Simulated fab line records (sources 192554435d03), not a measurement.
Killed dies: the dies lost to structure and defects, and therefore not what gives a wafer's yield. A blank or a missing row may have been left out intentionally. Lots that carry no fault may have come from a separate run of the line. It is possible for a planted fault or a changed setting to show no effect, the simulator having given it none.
2 desks, one fault | flow n5-finfet | each desk has only its own numbers; what lay behind them comes last

METROLOGY DESK
What the gauges read for every lot (on any tool): the sampled wafers with a number, averaged. Any lot whose mean is over 4 standard deviations away from the usual mean is out of limits and marked OUT; that distance is given in the brackets. It has 10 readings; the 7 that lie furthest out on some lot are the ones shown.
Columns: A = DIBL_P at N5_BEOL_M4_RC_MEAS_101, usual 36.4 mV/V; B = IOFF_N at N5_BEOL_M4_RC_MEAS_101, usual 0.17 nA/um; C = IOFF_P at N5_BEOL_M4_RC_MEAS_101, usual 0.21 nA/um; D = ION_P at N5_BEOL_M4_RC_MEAS_101, usual 462 uA/um; E = SS_N at N5_BEOL_M4_RC_MEAS_101, usual 71.7 mV/dec; F = VT_N at N5_BEOL_M4_RC_MEAS_101, usual 249 mV; G = VT_P at N5_BEOL_M4_RC_MEAS_101, usual -251 mV
lot  | first seen here | A    | B    | C    | D   | E    | F   | G
L276 | day 8 17:21     | 37.8 | 0.18 | 0.23 | 460 | 71.4 | 247 | -250
L281 | day 9 21:43     | 36.2 | 0.17 | 0.20 | 457 | 71.6 | 250 | -252
L283 | day 10 21:35    | 33.6 | 0.13 | 0.16 | 456 | 71.0 | 254 | -256
L285 | day 11 14:27    | 38.6 | 0.17 | 0.25 | 473 | 71.7 | 247 | -246
L287 | day 12 12:31    | 37.1 | 0.17 | 0.21 | 460 | 71.9 | 250 | -253
L289 | day 12 18:50    | 35.8 | 0.17 | 0.21 | 458 | 71.5 | 250 | -250
L288 | day 13 01:29    | 37.5 | 0.17 | 0.20 | 450 | 72.3 | 251 | -255
L297 | day 14 21:52    | 36.1 | 0.17 | 0.19 | 460 | 71.5 | 247 | -252
L298 | day 15 11:43    | 33.5 | 0.14 | 0.19 | 463 | 71.4 | 251 | -252
Finding of this desk: none of the 9 lots has anything out of limits.

AT THE TOOL OWNER'S DESK: rie-diel-05
The tool's own readings at N5_BEOL_M0_SAQP_ETCH_107 (etches SiNx in CH3F/O2, target depth 30 nm): means of the sampled wafers that have a number, for each lot that ran on this tool. Any lot whose mean is over 4 standard deviations away from the usual mean is out of limits and marked OUT; that distance is given in the brackets.
Columns: A = drypump-motor-current-A at N5_BEOL_M0_SAQP_ETCH_107, usual 5.6 A; B = oes_ar_750_au at N5_BEOL_M0_SAQP_ETCH_107, usual 0.76 a.u.; C = oes-product-au at N5_BEOL_M0_SAQP_ETCH_107, usual 0.76 a.u.; D = rf-vpp-V at N5_BEOL_M0_SAQP_ETCH_107, usual 298 V; E = showerhead-plenum-p-Torr at N5_BEOL_M0_SAQP_ETCH_107, usual 2.01 Torr; F = throttle-valve-pct at N5_BEOL_M0_SAQP_ETCH_107, usual 16.39 %
lot  | first seen here | A   | B    | C    | D   | E    | F
L276 | day 6 00:11     | 5.3 | 0.77 | 0.76 | 295 | 2.00 | 16.34
L283 | day 7 14:42     | 5.5 | 0.80 | 0.80 | 299 | 1.99 | 16.27
L287 | day 8 14:08     | 5.7 | 0.80 | 0.81 | 299 | 2.01 | 16.16
L288 | day 8 20:19     | 5.3 | 0.75 | 0.84 | 295 | 2.00 | 16.40
L289 | day 9 03:51     | 5.4 | 0.78 | 1.04 | 294 | 2.00 | 16.26
Finding of this desk: none of the 5 lots has anything out of limits.

PUT TOGETHER
Metrology desk: nothing out of limits seen.
The tool owner's desk saw nothing out of limits.

WHAT THE SIMULATOR PUT IN
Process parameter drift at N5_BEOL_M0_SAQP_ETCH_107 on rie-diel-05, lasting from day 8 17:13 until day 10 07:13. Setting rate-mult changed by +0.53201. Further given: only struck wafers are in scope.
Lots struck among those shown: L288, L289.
